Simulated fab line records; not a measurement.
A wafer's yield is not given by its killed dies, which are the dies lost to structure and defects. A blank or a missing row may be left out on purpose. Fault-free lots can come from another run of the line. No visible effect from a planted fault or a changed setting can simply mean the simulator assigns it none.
A struck lot beside a sound one || flow nand-harc || 39 out of 1302 route steps
Sound: wafers L883.3, L883.4, L883.5. Struck: wafers L889.1, L889.5, L889.6. The cause is given at the end.
Per side, at each step with rows, come the tool, then ch with its chambers, and then its first start. Under that, the readings that differ: sound wafers || struck wafers || difference of the means || sigmas: that difference in standard deviations of wafers without a fault.
alike: words and numbers the same on both sides, and readings whose means are apart by under 2 such deviations; not compared: readings that were withheld, readings missing a value for some wafer, numbers with overlapping values and no deviation given by the record, and bounds like >300 which may hide the same value.
A row with sigmas, a row that says differs or no value, or rows on one side alone: a step with any of these is where the two part. When numbers do not overlap yet have no deviation, they are printed without sigmas and do not part them. A reading that every wafer of one side lacks parts them only if that side has two wafers or more.

first, 2 steps without rows for these wafers: NHARC_THIN_TSV_ETCH_44 (etches the open film in CF4/O2, target depth 1594.2 nm, time 797.1 s); NHARC_THIN_TSV_ETCH_15 (target depth 3000 nm, bosch target overetch cycles 2, bosch etch step 2.8 s).
NHARC_THIN_TSV_CD_MEAS_16:
  sound on cd-sem-02 at day 24 11:08; struck on cd-sem-03 at day 28 03:23
  alike: cd-nm
NHARC_THIN_TSV_STRIP_45: strips in O2.
  sound on plasma-asher-02 ch 0,1, day 24 11:18; struck on plasma-asher-02 ch 0,1, day 28 03:30
  alike: drypump-motor-current-A, heater-power-w, rf-refl-power-W
  not compared: rf-hours-counter-h
then, 1 step without rows for these wafers: NHARC_THIN_TSV_STRIP_46 (strips in post etch residue remover, time 1200 s).
NHARC_THIN_TSV_DEP_47: deposits SiO2, target thk 200 nm.
  sound on pecvd-03 ch 1,2, day 24 12:06; struck on pecvd-03 ch 0,2, day 28 04:18
{"reading": "throttle-valve-pct (%)", "sound": "14.6 14.5 16.1", "struck": "16.3 16.3 16.0", "difference": "+1.1", "sigmas": "+3"}
  alike: chamber-pressure-Torr
then, 4 steps without rows for these wafers: NHARC_THIN_TSV_ETCHBACK_48 (etches the open film in C4F8/Ar, target depth 1028.5 nm, time 405.17 s); NHARC_THIN_TSV_STRIP_62 (strips in N2/H2, time 20 s); NHARC_THIN_TSV_DEGAS_49 (time 120 s); NHARC_THIN_TSV_PRE_CLEAN_50 (time 30 s).
NHARC_THIN_TSV_PVD_19: deposits TaN, target thk 20 nm.
  sound on pvd-sputter-02; struck on pvd-sputter-02
  alike: throttle-valve-pct
then, 1 step without rows for these wafers: NHARC_THIN_TSV_PVD_51 (deposits Cu, target thk 100 nm).
NHARC_THIN_TSV_ECD_20: material Cu, target thk 2000 nm.
  sound on ecd-cu-01 ch 0,1, day 24 13:35; struck on ecd-cu-02 ch 0,1, day 28 05:44
NHARC_THIN_TSV_ANNEAL_52: time 90 s.
  sound on rtp-anneal-01 ch 0, day 24 14:13; struck on rtp-anneal-02 ch 0, day 28 06:22
  alike: wafer_temp_C_max
then, 14 steps without rows for these wafers: NHARC_THIN_TSV_CMP_21 (polishes, t overpolish 30 s, target thk 2000 nm); NHARC_THIN_TSV_SRD_23; NHARC_THIN_TSV_DEGAS_53 (time 60 s); NHARC_THIN_TSV_PRE_CLEAN_54 (time 30 s); NHARC_THIN_TSV_PVD_55 (deposits TiN, target thk 50 nm); NHARC_THIN_TSV_PVD_24 (deposits Al, target thk 800 nm); NHARC_THIN_TSV_DEHYDRATE_25 (time 120 s); NHARC_THIN_TSV_HMDS_26 (time 30 s); NHARC_THIN_TSV_COAT_27; NHARC_THIN_TSV_SOFTBAKE_28 (time 95 s); NHARC_THIN_TSV_EBR_29; NHARC_THIN_TSV_EXPOSE_30 (exposes mask PAD); NHARC_THIN_TSV_PEB_31 (peb time 85 s); NHARC_THIN_TSV_DEVELOP_32 (time 70 s).
NHARC_THIN_TSV_CD_MEAS_33: the cd target is 5000 nm.
  sound on cd-sem-01 ch 0, day 24 15:56; struck on cd-sem-03 ch 0, day 28 08:17
  alike: cd-nm
then, 4 steps without rows for these wafers: NHARC_THIN_TSV_HARDBAKE_34 (time 80 s); NHARC_THIN_TSV_DESCUM_35 (chemistry O2, time 3 s); NHARC_THIN_TSV_ETCH_59 (etches the open film in Cl2/BCl3, target depth 880 nm, time 138.1 s); NHARC_THIN_TSV_ETCH_36 (etches the open film in Cl2/BCl3, target depth 65 nm, time 18.571 s).
NHARC_THIN_TSV_STRIP_56: strips in O2.
  sound on plasma-asher-02 ch 0,1, day 24 17:19; struck on plasma-asher-02 ch 0,1, day 28 09:02
{"reading": "rf-refl-power-W (W)", "sound": "- - -", "struck": "20 19 11", "difference": "no value on the sound wafers", "sigmas": ""}
  alike: drypump-motor-current-A, heater-power-w
  not compared: rf-hours-counter-h
then, 1 step without rows for these wafers: NHARC_THIN_TSV_STRIP_57 (strips in post etch residue remover, time 1200 s).
NHARC_THIN_TSV_CD_MEAS_37:
  sound on cd-sem-01 at day 24 18:01; struck on cd-sem-03 at day 28 09:50
  alike: cd-nm
then, 1 step without rows for these wafers: NHARC_THIN_TSV_ANNEAL_58 (time 1800 s).
NHARC_THIN_TSV_INSPECT_40:
  sound on defect-inspect-02 at day 24 20:45; struck on defect-inspect-02 at day 28 13:04
  alike: raw-defect-count
NHARC_END_SORT_01:
  sound on prober-02 ch 0, day 25 01:21; struck on prober-01 ch 0, day 28 16:05
{"reading": "defect-limited-yield (%)", "sound": "92.5 92.2 92.2", "struck": "0 0 0", "difference": -92, "sigmas": -38}
{"reading": "killed-at-other", "sound": "2 2 0", "struck": "611 621 621", "difference": "+616", "sigmas": "+99 or more"}
{"reading": "killed-dies", "sound": "51 53 53", "struck": "677 677 677", "difference": "+625", "sigmas": "+37"}
  alike: killed-at-array, killed-at-periphery, killed-open, killed-short

WHERE THEY PART
First at NHARC_THIN_TSV_DEP_47; last, within this record, at NHARC_END_SORT_01.

WHY: what the simulator had put in
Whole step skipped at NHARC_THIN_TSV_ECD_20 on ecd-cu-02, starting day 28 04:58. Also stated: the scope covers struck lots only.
